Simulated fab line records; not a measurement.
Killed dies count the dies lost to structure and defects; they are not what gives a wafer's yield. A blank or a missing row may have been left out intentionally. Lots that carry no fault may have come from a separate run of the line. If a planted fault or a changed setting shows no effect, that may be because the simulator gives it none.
fab line records + flow n5-finfet
[record]
- lots = 6
- wafers = 17
- last-day = 19
route steps=1938 shown BEOL_M3@958 BEOL_M4@1111 PASSIVATION@1936
lots untouched by any fault: they come from a run of this same line in which no faults occurred
start-h: hours from the record's first day to the start of the lot's first wafer shown + wait-h: hours since the lot's step before + " as in the row above + L1.1+2: a row that stands for several wafers + - either no value or no given start + * or withheld: withheld + < > ~ a bound
route shown NAME@n: NAME is a module with steps in the file, n the number in the route of the first one + usual: average and standard deviation across the fault-free wafers + same: alike in all rows + chamber/n: place in a boat + sites: each site's reading + _std_site: their standard deviation + _edge_site: the outer-site mean with the inner-site mean subtracted + radius-mm: for every site, how far away it sits from the centre of the wafer + mask NAME#n: copy n + behind: the last tool/chamber to shape the wafer + hold: reason for holding the lot/hours on hold/outcome of the hold + device: transistor that didn't switch, given as n, p or np + end of line: the tests these same wafers got at the end of their route + for a step that has no rows: nothing shown but its recipe + killed: the dies lost at the first sort to structure and to defects; this is not the yield of the wafer + map: the dies of a wafer, with x for killed, . for not killed, _ for no die there
set.NAME: the setting the step ran with; set.NAME@STEP: the setting that earlier step ran with + model.NAME: the simulator's own value behind a step, which no gauge read
lots seen at some steps along the route; tables by step, rows by wafer
services: from which hour (start-h, from the record's first day; less than 0 if before it) a tool's chamber was out of use, for how many hours, and why
[[steps]]
[step N5_BEOL_M3_COAT_68]
[recipe]
- resist = SiARC
- temp-c = 220
- time-s = 60
- spin-rpm = 1500
- resist-thk-nm = 12
[step N5_BEOL_M3_COAT_76]
[recipe]
- resist = underlayer
- temp-c = 205
- time-s = 60
- spin-rpm = 1500
- resist-thk-nm = 5
[step N5_BEOL_M3_COAT_22]
[recipe]
- resist = CAR-EUV
- spin-rpm = 1500
- resist-thk-nm = 30
[step N5_BEOL_M3_EBR_24]
[recipe]
- solvent = PGMEA
- ebr-width-mm = 1.5
[step N5_BEOL_M3_SOFTBAKE_23]
[recipe]
- temp-c = 110
- time-s = 60
- resist = CAR-EUV
[step N5_BEOL_M3_EXPOSE_25]
[recipe]
- mask-id = V2
- na = 0.33
- source-shape = quasar
- sigma-inner = 0.2
- sigma-outer = 0.8
- polarization = unpolarized
- defocus-nm = 5
- dose-mj = 63
[step N5_BEOL_M3_PEB_26]
[recipe]
- peb-temp-c = 100
- peb-time-s = 60
- resist = CAR-EUV
[step N5_BEOL_M3_DEVELOP_27]
[recipe]
- develop-time-s = 30
- developer = TMAH
- resist = CAR-EUV
- rinse-liquid = surfactant-rinse
- dry = air-spin
- dev-temp-c = 23
[step N5_BEOL_M3_CD_MEAS_28]
[recipe]
- target-cd-nm = 25.7
- landing-energy-ev = 500
- detector = se-inlens
- target-cd-y-nm = 23.3
- polarity = opening
[usual]
- cd-nm = 25.68/0.23
| lot.wafer | tool      | chamber | start-h | wait-h | cd-nm |
|-----------|-----------|---------|---------|--------|-------|
| L191.3    | cd-sem-02 | 0       | 181.05  | -      | 25.56 |
| L191.4    | "         | 0       | "       | "      | 26.01 |
| L191.5    | "         | 0       | "       | "      | 25.70 |
| L192.1    | cd-sem-02 | 0       | 183.56  | -      | 25.86 |
| L192.2    | "         | 0       | "       | "      | 25.68 |
| L192.5    | "         | 0       | "       | "      | 25.72 |
| L195.1    | cd-sem-03 | 0       | 218.85  | -      | 25.68 |
| L195.2    | "         | 0       | "       | "      | 25.78 |
| L195.3    | "         | 0       | "       | "      | 25.63 |
| L197.2    | cd-sem-02 | 0       | 222.44  | -      | 25.78 |
| L197.4    | "         | 0       | "       | "      | 25.64 |
| L200.3    | cd-sem-02 | 0       | 248.18  | -      | 25.94 |
| L200.4    | "         | 0       | "       | "      | 25.69 |
| L200.5    | "         | 0       | "       | "      | 25.39 |
| L203.2    | cd-sem-01 | 0       | 266.50  | -      | 26.18 |
| L203.5    | "         | 0       | "       | "      | 25.55 |
| L203.6    | "         | 0       | "       | "      | 26.21 |
[step N5_BEOL_M3_OVL_MEAS_29]
[recipe]
- points-per-wafer = 522
[usual]
- V2_OVL = -0.4/0.71
| lot.wafer | tool       | chamber | start-h | wait-h | V2_OVL[nm] |
|-----------|------------|---------|---------|--------|------------|
| L191.3    | overlay-02 | 0       | 181.09  | 0.0    | -1.1       |
| L191.4    | "          | 0       | "       | "      | -0.1       |
| L191.5    | "          | 0       | "       | "      | 0.0        |
| L192.1    | overlay-02 | 0       | 183.59  | 0.0    | -0.3       |
| L192.2    | "          | 0       | "       | "      | 0.3        |
| L192.5    | "          | 0       | "       | "      | -0.2       |
| L195.1    | overlay-02 | 0       | 218.88  | 0.0    | -1.6       |
| L195.2    | "          | 0       | "       | "      | -0.4       |
| L195.3    | "          | 0       | "       | "      | -0.8       |
| L197.2    | overlay-01 | 0       | 222.47  | 0.0    | 0.4        |
| L197.4    | "          | 0       | "       | "      | 1.5        |
| L200.3    | overlay-02 | 0       | 248.22  | 0.0    | -0.3       |
| L200.4    | "          | 0       | "       | "      | 0.0        |
| L200.5    | "          | 0       | "       | "      | 0.8        |
| L203.2    | overlay-01 | 0       | 266.54  | 0.0    | 0.0        |
| L203.5    | "          | 0       | "       | "      | -0.1       |
| L203.6    | "          | 0       | "       | "      | 0.0        |
[step N5_BEOL_M3_INSPECT_30]
[recipe]
- mode = adi
- inspect-instrument = brightfield
[usual]
- raw-defect-count = 412/100
| lot.wafer | tool              | chamber | start-h | wait-h | raw-defect-count |
|-----------|-------------------|---------|---------|--------|------------------|
| L191.3    | defect-inspect-01 | -       | 181.14  | 0.0    | 352              |
| L191.4    | "                 | -       | "       | "      | 322              |
| L191.5    | "                 | -       | "       | "      | 408              |
| L192.1    | defect-inspect-02 | -       | 183.65  | 0.1    | 395              |
| L192.2    | "                 | -       | "       | "      | 447              |
| L192.5    | "                 | -       | "       | "      | 478              |
| L195.1    | defect-inspect-01 | -       | 218.94  | 0.1    | 317              |
| L195.2    | "                 | -       | "       | "      | 346              |
| L195.3    | "                 | -       | "       | "      | 371              |
| L197.2    | defect-inspect-01 | -       | 222.53  | 0.0    | 383              |
| L197.4    | "                 | -       | "       | "      | 561              |
| L200.3    | defect-inspect-02 | -       | 248.26  | 0.0    | 423              |
| L200.4    | "                 | -       | "       | "      | 420              |
| L200.5    | "                 | -       | "       | "      | 439              |
| L203.2    | defect-inspect-01 | -       | 266.59  | 0.0    | 305              |
| L203.5    | "                 | -       | "       | "      | 389              |
| L203.6    | "                 | -       | "       | "      | 392              |
[step N5_BEOL_M3_DESCUM_33]
[recipe]
- chemistry = O2
- time-s = 7
- source-power-w = 50
- bias-power-w = 20
- pressure-mtorr = 20
- rf-frequency-hz = 2.712e+07
- temp-c = 40
- resist = CAR-EUV
- o2-flow-sccm = 225
[usual]
- drypump-motor-current-A = 5.8/0.31
- oes-product-au = 0.79/0.086
- rf-vpp-V = 242.7/1.3
- showerhead-plenum-p-Torr = 2.06/0.073
- throttle-valve-pct = 20.44/0.12
[same]
- time-s = 7
| lot.wafer | tool        | chamber | start-h | wait-h | drypump-motor-current-A | oes-product-au | rf-hours-counter-h | rf-vpp-V | showerhead-plenum-p-Torr | throttle-valve-pct |
|-----------|-------------|---------|---------|--------|-------------------------|----------------|--------------------|----------|--------------------------|--------------------|
| L191.3    | rie-diel-05 | 1       | 181.17  | 0.0    | 5.8                     | 0.73           | 159                | 243.7    | 2.18                     | 20.42              |
| L191.4    | "           | 0       | "       | "      | 5.5                     | 0.98           | 14                 | 243.4    | 2.11                     | 20.48              |
| L191.5    | "           | 1       | "       | "      | 5.8                     | 0.72           | -                  | 241.2    | 2.18                     | 20.42              |
| L192.1    | rie-diel-03 | 0       | 183.68  | 0.0    | 6.4                     | 0.92           | 10                 | 243.5    | 2.07                     | 20.39              |
| L192.2    | "           | 2       | "       | "      | 6.0                     | 0.70           | 201                | 241.7    | 1.99                     | 20.38              |
| L192.5    | "           | 2       | "       | "      | 6.0                     | 0.70           | -                  | 241.1    | 1.99                     | 20.39              |
| L195.1    | rie-diel-05 | 0       | 219.17  | 0.2    | 5.5                     | 0.94           | 28                 | 243.6    | 2.11                     | 20.51              |
| L195.2    | "           | 3       | "       | "      | 6.0                     | 0.81           | 80                 | 243.0    | 2.13                     | 20.65              |
| L195.3    | "           | 2       | "       | "      | 5.3                     | 0.72           | 205                | 241.7    | 2.04                     | 20.31              |
| L197.2    | rie-diel-06 | 3       | 222.88  | 0.4    | 5.9                     | 0.76           | 147                | 242.6    | 1.99                     | 20.29              |
| L197.4    | "           | 1       | "       | "      | 5.7                     | 0.74           | 179                | 240.2    | 2.02                     | 20.54              |
| L200.3    | rie-diel-06 | 2       | 248.30  | 0.0    | 5.3                     | 0.93           | 8                  | 244.9    | 2.26                     | 20.44              |
| L200.4    | "           | 1       | "       | "      | 5.6                     | 0.74           | 188                | 242.6    | 2.02                     | 20.57              |
| L200.5    | "           | 3       | "       | "      | 5.9                     | 0.76           | -                  | 241.2    | 1.99                     | 20.31              |
| L203.2    | rie-diel-06 | 0       | 266.63  | 0.0    | 5.6                     | 0.81           | 65                 | 240.7    | 2.03                     | 20.30              |
| L203.5    | "           | 1       | "       | "      | 5.7                     | 0.73           | -                  | 242.7    | 2.01                     | 20.57              |
| L203.6    | "           | 2       | "       | "      | 5.3                     | 0.92           | -                  | 245.8    | 2.26                     | 20.47              |
[step N5_BEOL_M3_ETCH_77]
[recipe]
- chemistry = N2/H2
- target = underlayer
- target-depth-a = 65
- mask-material = CAR-EUV
- time-s = 5.2
- ion-energy-ev = 200
- pressure-mtorr = 30
- source-w = 840
- bias-w = 150
- n2-flow-sccm = 200
- h2-flow-sccm = 200
- ends = cleared
[usual]
- drypump-motor-current-A = 5.8/0.31
- etch-rf-on-time-s = 5.18/0.19
- h2-flow-sccm = 200.2/0.62
- oes-product-au = 0.68/0.073
- rf-vpp-V = 523.0/2.7
- showerhead-plenum-p-Torr = 2.51/0.091
- throttle-valve-pct = 17.90/0.2
| lot.wafer | tool        | chamber | start-h | wait-h | drypump-motor-current-A | etch-rf-on-time-s | h2-flow-sccm | oes-product-au | rf-hours-counter-h | rf-vpp-V | showerhead-plenum-p-Torr | throttle-valve-pct |
|-----------|-------------|---------|---------|--------|-------------------------|-------------------|--------------|----------------|--------------------|----------|--------------------------|--------------------|
| L191.3    | rie-diel-05 | 1       | 181.20  | 0.0    | 5.8                     | 5.01              | 199.7        | 0.65           | 159                | 526.5    | 2.65                     | 17.78              |
| L191.4    | "           | 0       | "       | "      | 5.5                     | 5.08              | 199.0        | 0.82           | 14                 | 523.8    | 2.62                     | 18.14              |
| L191.5    | "           | 1       | "       | "      | 5.7                     | 5.00              | 198.9        | 0.66           | -                  | 528.0    | 2.65                     | 17.84              |
| L192.1    | rie-diel-03 | 0       | 183.72  | 0.0    | 6.4                     | 5.34              | 199.3        | 0.79           | 10                 | 522.7    | 2.48                     | 17.59              |
| L192.2    | "           | 2       | "       | "      | 6.1                     | 5.05              | 201.4        | 0.60           | 201                | 520.7    | 2.42                     | 17.82              |
| L192.5    | "           | 2       | "       | "      | 6.1                     | 5.08              | 200.9        | 0.60           | -                  | 521.2    | 2.42                     | 17.80              |
| L195.1    | rie-diel-05 | 0       | 219.20  | 0.0    | 5.6                     | 5.13              | 199.3        | 0.79           | 28                 | 522.9    | 2.61                     | 18.13              |
| L195.2    | "           | 3       | "       | "      | 5.9                     | 5.41              | 200.7        | 0.68           | 80                 | 526.8    | 2.60                     | 18.20              |
| L195.3    | "           | 2       | "       | "      | 5.3                     | 5.62              | 199.7        | 0.59           | 205                | 522.0    | 2.49                     | 17.73              |
| L197.2    | rie-diel-06 | 3       | 222.91  | 0.0    | 5.8                     | 4.94              | 199.3        | 0.68           | 147                | 522.4    | 2.42                     | 17.70              |
| L197.4    | "           | 1       | "       | "      | 5.6                     | 5.21              | 200.3        | 0.64           | 179                | 523.2    | 2.44                     | 18.02              |
| L200.3    | rie-diel-06 | 2       | 248.33  | 0.0    | 5.3                     | 4.89              | 220.5        | 0.85           | 8                  | 526.7    | 2.81                     | 18.54              |
| L200.4    | "           | 1       | "       | "      | 5.6                     | 5.07              | 220.1        | 0.65           | 188                | 521.6    | 2.50                     | 18.68              |
| L200.5    | "           | 3       | "       | "      | 5.9                     | 4.75              | 220.4        | 0.68           | -                  | 520.9    | 2.48                     | 18.34              |
| L203.2    | rie-diel-06 | 0       | 266.66  | 0.0    | 5.6                     | 5.22              | 219.9        | 0.73           | 65                 | 518.1    | 2.53                     | 18.39              |
| L203.5    | "           | 1       | "       | "      | 5.6                     | 5.06              | 219.8        | 0.63           | -                  | 523.6    | 2.49                     | 18.69              |
| L203.6    | "           | 2       | "       | "      | 5.4                     | 4.85              | 221.2        | 0.81           | -                  | 528.1    | 2.81                     | 18.55              |
[step N5_BEOL_M3_ETCH_69]
[recipe]
- chemistry = CF4
- target = SiARC
- target-depth-a = 156
- mask-material = CAR-EUV
- time-s = 26
- ion-energy-ev = 80
- pressure-mtorr = 40
- source-w = 545
- bias-w = 36
- Ar_flow_sccm = 100
- cf4-flow-sccm = 100
- ends = cleared
[usual]
- drypump-motor-current-A = 5.8/0.31
- etch-rf-on-time-s = 25.8/0.99
- oes-product-au = 0.68/0.073
- rf-vpp-V = 183.6/1.1
- showerhead-plenum-p-Torr = 2.11/0.071
- throttle-valve-pct = 15.66/0.19
| lot.wafer | tool        | chamber | start-h | wait-h | drypump-motor-current-A | etch-rf-on-time-s | oes-product-au | rf-hours-counter-h | rf-vpp-V | showerhead-plenum-p-Torr | throttle-valve-pct |
|-----------|-------------|---------|---------|--------|-------------------------|-------------------|----------------|--------------------|----------|--------------------------|--------------------|
| L191.3    | rie-diel-05 | 1       | 181.22  | 0.0    | 5.7                     | 25.1              | 0.66           | 159                | 184.1    | 2.23                     | 15.62              |
| L191.4    | "           | 0       | "       | "      | 5.5                     | 25.2              | 0.83           | 14                 | 184.6    | 2.19                     | 15.80              |
| L191.5    | "           | 1       | "       | "      | 5.8                     | 25.2              | 0.65           | -                  | 185.0    | 2.23                     | 15.61              |
| L192.1    | rie-diel-03 | 0       | 183.73  | 0.0    | 6.4                     | 26.1              | 0.79           | 10                 | 183.7    | 2.09                     | 15.32              |
| L192.2    | "           | 2       | "       | "      | 6.1                     | 24.9              | 0.61           | 201                | 181.1    | 2.05                     | 15.65              |
| L192.5    | "           | 2       | "       | "      | 6.0                     | 24.7              | 0.61           | -                  | 184.0    | 2.05                     | 15.65              |
| L195.1    | rie-diel-05 | 0       | 219.22  | 0.0    | 5.5                     | 25.6              | 0.79           | 28                 | 183.2    | 2.18                     | 15.82              |
| L195.2    | "           | 3       | "       | "      | 6.0                     | 27.5              | 0.68           | 80                 | 184.7    | 2.18                     | 15.82              |
| L195.3    | "           | 2       | "       | "      | 5.3                     | 28.4              | 0.59           | 205                | 184.2    | 2.14                     | 15.86              |
| L197.2    | rie-diel-06 | 3       | 222.93  | 0.0    | 5.9                     | 24.8              | 0.67           | 147                | 183.6    | 2.05                     | 15.53              |
| L197.4    | "           | 1       | "       | "      | 5.6                     | 25.7              | 0.64           | 179                | 182.5    | 2.05                     | 15.66              |
| L200.3    | rie-diel-06 | 2       | 248.35  | 0.0    | 5.4                     | 25.1              | 0.83           | 8                  | 184.5    | 2.30                     | 15.49              |
| L200.4    | "           | 1       | "       | "      | 5.6                     | 25.4              | 0.64           | 188                | 181.6    | 2.04                     | 15.68              |
| L200.5    | "           | 3       | "       | "      | 5.9                     | 24.0              | 0.68           | -                  | 184.6    | 2.05                     | 15.54              |
| L203.2    | rie-diel-06 | 0       | 266.68  | 0.0    | 5.6                     | 26.7              | 0.71           | 65                 | 184.4    | 2.08                     | 15.32              |
| L203.5    | "           | 1       | "       | "      | 5.6                     | 25.7              | 0.63           | -                  | 182.9    | 2.04                     | 15.70              |
| L203.6    | "           | 2       | "       | "      | 5.4                     | 25.3              | 0.80           | -                  | 185.2    | 2.29                     | 15.50              |
[step N5_BEOL_M4_RC_MEAS_101]
[usual]
- DIBL_N = 35.8/2.2
- DIBL_P = 35.3/2.7
- IOFF_N = 0.16/0.043
- IOFF_P = 0.21/0.043
- ION_N = 676/15
- ION_P = 463/9.1
- SS_N = 71.4/0.77
- SS_P = 73.0/0.79
- VT_N = 250/4
- VT_P = -249.8/2.8
| lot.wafer | tool      | chamber | start-h | wait-h | DIBL_N[mV/V] | DIBL_P[mV/V] | IOFF_N[nA/um] | IOFF_P[nA/um] | ION_N[uA/um] | ION_P[uA/um] | SS_N[mV/dec] | SS_P[mV/dec] | VT_N[mV] | VT_P[mV] |
|-----------|-----------|---------|---------|--------|--------------|--------------|---------------|---------------|--------------|--------------|--------------|--------------|----------|----------|
| L191.3    | prober-01 | 0       | 212.62  | 0.3    | 34.6         | 34.5         | 0.15          | 0.17          | 688          | 473          | 71.4         | 72.3         | 247      | -251.9   |
| L191.4    | "         | 0       | "       | "      | 36.0         | 35.7         | 0.16          | 0.18          | 641          | 442          | 72.2         | 73.2         | 254      | -254.5   |
| L191.5    | "         | 0       | "       | "      | 36.1         | 36.4         | 0.16          | 0.19          | 677          | 459          | 71.7         | 73.5         | 250      | -250.0   |
| L192.1    | prober-02 | 0       | 213.38  | 0.0    | 35.1         | 34.8         | 0.15          | 0.20          | 665          | 456          | 71.2         | 72.8         | 251      | -251.9   |
| L192.2    | "         | 0       | "       | "      | 33.7         | 33.0         | 0.13          | 0.18          | 679          | 467          | 70.7         | 72.2         | 250      | -250.2   |
| L192.5    | "         | 0       | "       | "      | 32.4         | 31.8         | 0.11          | 0.16          | 673          | 463          | 70.3         | 72.3         | 252      | -252.0   |
| L195.1    | prober-02 | 0       | 245.79  | 0.0    | 31.9         | 29.6         | 0.10          | 0.13          | 664          | 453          | 70.3         | 71.8         | 257      | -255.3   |
| L195.2    | "         | 0       | "       | "      | 36.2         | 35.3         | 0.16          | 0.21          | 665          | 454          | 70.8         | 72.9         | 249      | -249.0   |
| L195.3    | "         | 0       | "       | "      | 34.7         | 33.4         | 0.15          | 0.18          | 683          | 462          | 71.4         | 72.4         | 249      | -251.4   |
| L197.2    | prober-01 | 0       | 247.74  | 0.2    | 37.8         | 38.9         | 0.19          | 0.25          | 668          | 459          | 72.5         | 73.8         | 245      | -245.8   |
| L197.4    | "         | 0       | "       | "      | 34.4         | 35.1         | 0.12          | 0.18          | 680          | 466          | 72.0         | 73.0         | 251      | -252.1   |
| L200.3    | prober-01 | 0       | 266.11  | 0.3    | 33.5         | 32.8         | 0.13          | 0.16          | 680          | 464          | 70.4         | 73.0         | 251      | -253.1   |
| L200.4    | "         | 0       | "       | "      | 38.1         | 36.7         | 0.21          | 0.21          | 674          | 453          | 71.8         | 74.2         | 246      | -250.9   |
| L200.5    | "         | 0       | "       | "      | 35.7         | 35.8         | 0.16          | 0.21          | 687          | 470          | 70.9         | 73.2         | 249      | -253.2   |
| L203.2    | prober-02 | 0       | 293.61  | 0.2    | 37.6         | 36.9         | 0.19          | 0.23          | 654          | 448          | 72.2         | 73.8         | 250      | -248.7   |
| L203.5    | "         | 0       | "       | "      | 36.1         | 36.1         | 0.15          | 0.21          | 677          | 470          | 71.7         | 73.2         | 250      | -247.8   |
| L203.6    | "         | 0       | "       | "      | 34.4         | 34.3         | 0.13          | 0.19          | 675          | 472          | 70.7         | 73.2         | 252      | -249.5   |
[step N5_PASSIVATION_PROBE_49]
[usual]
- defect-limited-yield = 91.1/1.4
- killed_at_M0_to_M3 = 34/11
- killed_at_M4_up = 14/5.6
- killed-at-contacts = 13/5.9
- killed-at-front-end = 40/11
- killed-at-other = 4/3.1
- killed-dies = 105/16
- killed-open = 68/11
- killed-short = 34/8.4
- sort_bin_5_function = 5.2/0.86
- sort_bin_6_memory = 3.2/0.7
- sort_bin_8_speed = 0.1/1.1
- sort-n-pass = 1074/21
- sort-yield-pct = 91.0/1.8
[same]
- gross-dies = 1180
- killed-at-back-side = 0
- sort_bin_4_leakage[%] = 0
| lot.wafer | tool      | chamber | start-h | wait-h | defect-limited-yield[%] | killed_at_M0_to_M3 | killed_at_M4_up | killed-at-contacts | killed-at-front-end | killed-at-other | killed-dies | killed-open | killed-short | sort_bin_5_function[%] | sort_bin_6_memory[%] | sort_bin_8_speed[%] | sort-n-pass | sort-yield-pct[%] |
|-----------|-----------|---------|---------|--------|-------------------------|--------------------|-----------------|--------------------|---------------------|-----------------|-------------|-------------|--------------|------------------------|----------------------|---------------------|-------------|-------------------|
| L192.1    | prober-02 | -       | 320.17  | 0.0    | 89.1                    | 51                 | 13              | 20                 | 39                  | 6               | 129         | 93          | 33           | 6.3                    | 4.4                  | 0                   | 1051        | 89.1              |
| L192.2    | prober-02 | -       | 320.22  | 0.1    | 90.6                    | 45                 | 13              | 20                 | 32                  | 1               | 111         | 75          | 32           | 5.5                    | 3.5                  | 0                   | 1069        | 90.6              |
| L192.5    | prober-02 | -       | 320.37  | 0.2    | 89.8                    | 41                 | 17              | 16                 | 41                  | 5               | 120         | 88          | 28           | 6.2                    | 3.6                  | 0                   | 1060        | 89.8              |
| L197.2    | prober-01 | -       | 347.43  | 0.1    | 91.6                    | 27                 | 14              | 12                 | 41                  | 5               | 99          | 61          | 35           | 5.2                    | 3.1                  | 0                   | 1081        | 91.6              |
| L197.4    | prober-01 | -       | 347.53  | 0.2    | 92.5                    | 36                 | 14              | 8                  | 27                  | 3               | 88          | 57          | 27           | 4.6                    | 2.7                  | 0                   | 1092        | 92.5              |
| L195.1    | prober-01 | -       | 353.65  | 0.0    | 91.5                    | 31                 | 5               | 10                 | 49                  | 5               | 100         | 60          | 32           | 5.1                    | 2.7                  | 0                   | 1080        | 91.5              |
| L195.2    | prober-01 | -       | 353.70  | 0.1    | 93.8                    | 29                 | 4               | 9                  | 28                  | 3               | 73          | 52          | 21           | 3.3                    | 2.6                  | 0                   | 1107        | 93.8              |
| L195.3    | prober-01 | -       | 353.75  | 0.1    | 91.9                    | 27                 | 9               | 21                 | 38                  | 1               | 96          | 65          | 31           | 5.0                    | 2.9                  | 0                   | 1084        | 91.9              |
| L203.2    | prober-02 | -       | 464.43  | 0.1    | 90.8                    | 35                 | 18              | 10                 | 41                  | 5               | 109         | 71          | 33           | 5.2                    | 3.1                  | 0                   | 1071        | 90.8              |
| L203.5    | prober-02 | -       | 464.58  | 0.2    | 90.8                    | 38                 | 15              | 4                  | 48                  | 3               | 108         | 76          | 32           | 6.2                    | 2.8                  | 0                   | 1072        | 90.8              |
| L203.6    | prober-02 | -       | 464.63  | 0.3    | 90.8                    | 42                 | 15              | 7                  | 42                  | 2               | 108         | 72          | 31           | 5.3                    | 3.4                  | 0                   | 1072        | 90.8              |
// killed by level:class
L192.1 MOL_CONTACT_COAG:geometric-particle:open=18 BEOL_M2:geometric-particle:open=15 STI_FIN_REVEAL:geometric-particle:open=11 FIN_SAQP:geometric-particle:open=10 BEOL_M1:geometric-particle:open=8 BEOL_M4:geometric-particle:open=7 BEOL_M3:geometric-particle:open=6 BEOL_M0_SAQP:geometric-particle:open=5
L192.2 MOL_CONTACT_COAG:geometric-particle:open=17 BEOL_M3:geometric-particle:open=12 BEOL_M0_SAQP:geometric-particle:short=10 BEOL_M0_SAQP:geometric-particle:open=8 BEOL_M4:geometric-particle:open=8 FIN_SAQP:geometric-particle:short=7 BEOL_M2:geometric-particle:open=7 DUMMY_GATE:geometric-particle:open=5
L192.5 MOL_CONTACT_COAG:geometric-particle:open=12 STI_FIN_REVEAL:geometric-particle:open=11 BEOL_M2:geometric-particle:open=9 FIN_SAQP:geometric-particle:open=8 BEOL_M3:geometric-particle:open=8 BEOL_M4:geometric-particle:open=7 BEOL_M0:geometric-particle:open=7 BEOL_M0_SAQP:geometric-particle:short=5
L197.2 MOL_CONTACT_COAG:geometric-particle:open=10 BEOL_M4:geometric-particle:open=7 STI_FIN_REVEAL:geometric-particle:open=6 DUMMY_GATE:geometric-particle:open=6 BEOL_M0_SAQP:geometric-particle:short=6 BEOL_M2:geometric-particle:open=6 BEOL_M3:geometric-particle:open=6 FIN_SAQP:geometric-particle:short=5
L197.4 MOL_CONTACT_COAG:geometric-particle:open=8 BEOL_M2:geometric-particle:open=8 BEOL_M0_SAQP:geometric-particle:short=7 DUMMY_GATE:geometric-particle:open=6 BEOL_M3:geometric-particle:open=6 BEOL_M0_SAQP:geometric-particle:open=4 BEOL_M0:geometric-particle:open=4 BEOL_M4:geometric-particle:open=4
L195.1 FIN_SAQP:geometric-particle:open=14 MOL_CONTACT_COAG:geometric-particle:open=9 BEOL_M2:geometric-particle:open=9 HKMG_FIN:area-etch=7 FIN_SAQP:geometric-particle:short=6 GATE_CUT:geometric-particle:short=6 STI_FIN_REVEAL:geometric-particle:open=5 BEOL_M0_SAQP:geometric-particle:short=4
L195.2 FIN_SAQP:geometric-particle:open=11 MOL_CONTACT_COAG:geometric-particle:open=8 BEOL_M3:geometric-particle:open=7 FIN_SAQP:geometric-particle:short=5 BEOL_M0_SAQP:geometric-particle:open=4 BEOL_M0:geometric-particle:short=4 BEOL_M1:geometric-particle:open=4 STI_FIN_REVEAL:geometric-particle:open=3
L195.3 MOL_CONTACT_COAG:geometric-particle:open=17 STI_FIN_REVEAL:geometric-particle:open=12 BEOL_M0_SAQP:geometric-particle:open=10 FIN_SAQP:geometric-particle:open=8 BEOL_M0_SAQP:geometric-particle:short=7 FIN_SAQP:geometric-particle:short=4 MOL_CONTACT_COAG:geometric-particle:short=4 STARTING-WAFER:geometric-particle:short=4
L203.2 BEOL_M2:geometric-particle:open=9 BEOL_M3:geometric-particle:open=9 FIN_SAQP:geometric-particle:open=8 MOL_CONTACT_COAG:geometric-particle:open=8 BEOL_M4:geometric-particle:open=6 DUMMY_GATE:geometric-particle:open=5 ILD0:geometric-particle:short=5 BEOL_M2:geometric-particle:short=5
L203.5 BEOL_M3:geometric-particle:open=12 STI_FIN_REVEAL:geometric-particle:open=10 FIN_SAQP:geometric-particle:open=9 DUMMY_GATE:geometric-particle:open=7 BEOL_M0_SAQP:geometric-particle:open=7 BEOL_M4:geometric-particle:open=6 BEOL_M0_SAQP:geometric-particle:short=5 STARTING-WAFER:geometric-particle:open=5
L203.6 BEOL_M0_SAQP:geometric-particle:open=11 FIN_SAQP:geometric-particle:open=9 BEOL_M3:geometric-particle:open=8 ILD0:geometric-particle:open=7 STI_FIN_REVEAL:geometric-particle:open=6 MOL_CONTACT_COAG:geometric-particle:open=6 BEOL_M0_SAQP:geometric-particle:short=6 FIN_SAQP:geometric-particle:short=5
[[services]]
| tool        | chamber | start-h | hours | kind                          |
|-------------|---------|---------|-------|-------------------------------|
| rie-diel-06 | 3       | 165.87  | 11.5  | repair                        |
| rie-diel-06 | 2       | 182.28  | 6.3   | repair                        |
| rie-diel-06 | 2       | 188.79  | -     | clean                         |
| rie-diel-06 | 2       | 188.79  | -     | consumable-replace:focus-ring |
| rie-diel-06 | 2       | 188.79  | -     | consumable-replace:showerhead |
| rie-diel-06 | 2       | 188.79  | 20.9  | scheduled-down                |
| rie-diel-06 | 2       | 188.79  | 20.9  | vent-cycle                    |
| rie-diel-03 | 3       | 204.13  | 13.8  | repair                        |
| rie-diel-06 | -       | 216.83  | 4.3   | pm                            |
| rie-diel-05 | 3       | 228.51  | 2.4   | repair                        |
| rie-diel-06 | 2       | 235.86  | 5.7   | repair                        |
| rie-diel-05 | -       | 249.68  | 4.3   | pm                            |
[[key]]
[first-sign]
- step = N5_BEOL_M3_ETCH_77
- reading = h2-flow-sccm
- direction = up
- sigmas = 33
- usual = 200.2
- struck = 220.3
[effect]
- step = N5_BEOL_M3_ETCH_77
- reading = throttle-valve-pct
- direction = up
- sigmas = 3.2
- usual = *
- struck = *
met-at N5_BEOL_M3_ETCH_77
struck-wafers L200.3,L200.4,L200.5,L203.2,L203.5,L203.6
onset-between 222.91 248.33
[fault]
- kind = process-parameter-drift
- tool = rie-diel-06
- chamber = -
- onset-h = 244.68
- steps = N5_BEOL_M3_ETCH_77
- channel = h2-flow-sccm
- offset = 20
- shape = step
- end-h = 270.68
- acts-in = these-recipes-only
- stated = 200
